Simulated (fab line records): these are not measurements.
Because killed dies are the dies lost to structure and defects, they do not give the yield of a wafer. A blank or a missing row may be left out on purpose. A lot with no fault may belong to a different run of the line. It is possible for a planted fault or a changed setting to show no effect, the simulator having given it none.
A single fault, viewed from 3 desks / flow n5-finfet / each desk holds nothing but its own numbers, with what lay behind them at the end

THE DEFECT DESK
For each lot, the counts of the inspections along the route, averaged over the sampled wafers that have a number. Any lot whose mean is over 4 standard deviations away from the usual mean is out of limits and marked OUT; that distance is given in the brackets.
Columns: A = raw-defect-count at N5_BEOL_M10_INSPECT_58, usual 81
lot=L716; first seen here=day 11 09:14; A=100
lot=L719; first seen here=day 11 20:28; A=81
lot=L717; first seen here=day 12 05:16; A=82
lot=L720; first seen here=day 13 01:17; A=74
lot=L722; first seen here=day 13 07:26; A=70
lot=L721; first seen here=day 13 14:44; A=94
lot=L724; first seen here=day 13 19:03; A=66
lot=L723; first seen here=day 14 18:34; A=64
lot=L728; first seen here=day 14 20:53; A=116
lot=L727; first seen here=day 14 23:55; A=112
lot=L731; first seen here=day 16 00:45; A=101
lot=L734; first seen here=day 16 05:54; A=124
lot=L735; first seen here=day 16 10:21; A=72
lot=L736; first seen here=day 17 07:14; A=77
Finding of this desk: none of the 14 lots has anything out of limits.

THE TOOL OWNER'S DESK: arfi-scanner-01
The tool's own readings at N5_BEOL_M11_EXPOSE_25 (exposes mask V10): means of the sampled wafers that have a number, for each lot that ran on this tool. Any lot whose mean is over 4 standard deviations away from the usual mean is out of limits and marked OUT; that distance is given in the brackets.
Columns: A = exposure-dose-mJ-cm2 at N5_BEOL_M11_EXPOSE_25, usual 85.49; B = focus-offset-nm at N5_BEOL_M11_EXPOSE_25, usual 0.1 nm
lot=L716; first seen here=day 11 17:24; A=85.49; B=0.0
lot=L719; first seen here=day 12 01:13; A=85.50; B=-0.1
lot=L722; first seen here=day 13 11:25; A=85.43; B=0.2
lot=L734; first seen here=day 16 12:19; A=85.43; B=0.0
lot=L735; first seen here=day 16 16:08; A=85.59; B=-0.1
Finding of this desk: none of the 5 lots has anything out of limits.

FROM THE METROLOGY DESK
Lot by lot, what the gauges showed, no matter which tool ran the lot: averages of those sampled wafers that carry a number. Any lot whose mean is over 4 standard deviations away from the usual mean is out of limits and marked OUT; that distance is given in the brackets.
Columns: A = cd-nm at N5_BEOL_M11_CD_MEAS_28, usual 70.0 nm
lot=L716; first seen here=day 11 17:32; A=69.8
lot=L719; first seen here=day 12 01:20; A=68.7
lot=L717; first seen here=day 12 09:41; A=71.0
lot=L720; first seen here=day 13 07:35; A=71.4
lot=L722; first seen here=day 13 11:33; A=69.8
lot=L721; first seen here=day 13 18:55; A=71.6
lot=L724; first seen here=day 14 00:38; A=69.3
lot=L723; first seen here=day 14 21:58; A=71.1
lot=L731; first seen here=day 16 05:11; A=68.9
lot=L734; first seen here=day 16 12:28; A=69.7
lot=L735; first seen here=day 16 16:16; A=69.8
lot=L736; first seen here=day 17 11:05; A=69.2
Finding of this desk: none of the 12 lots has anything out of limits.

ALL TOGETHER
No out-of-limits result turned up at the defect desk.
The desk of the tool owner found nothing out of limits.
At the metrology desk, nothing out of limits was observed.

WHAT WAS PUT IN BY THE SIMULATOR
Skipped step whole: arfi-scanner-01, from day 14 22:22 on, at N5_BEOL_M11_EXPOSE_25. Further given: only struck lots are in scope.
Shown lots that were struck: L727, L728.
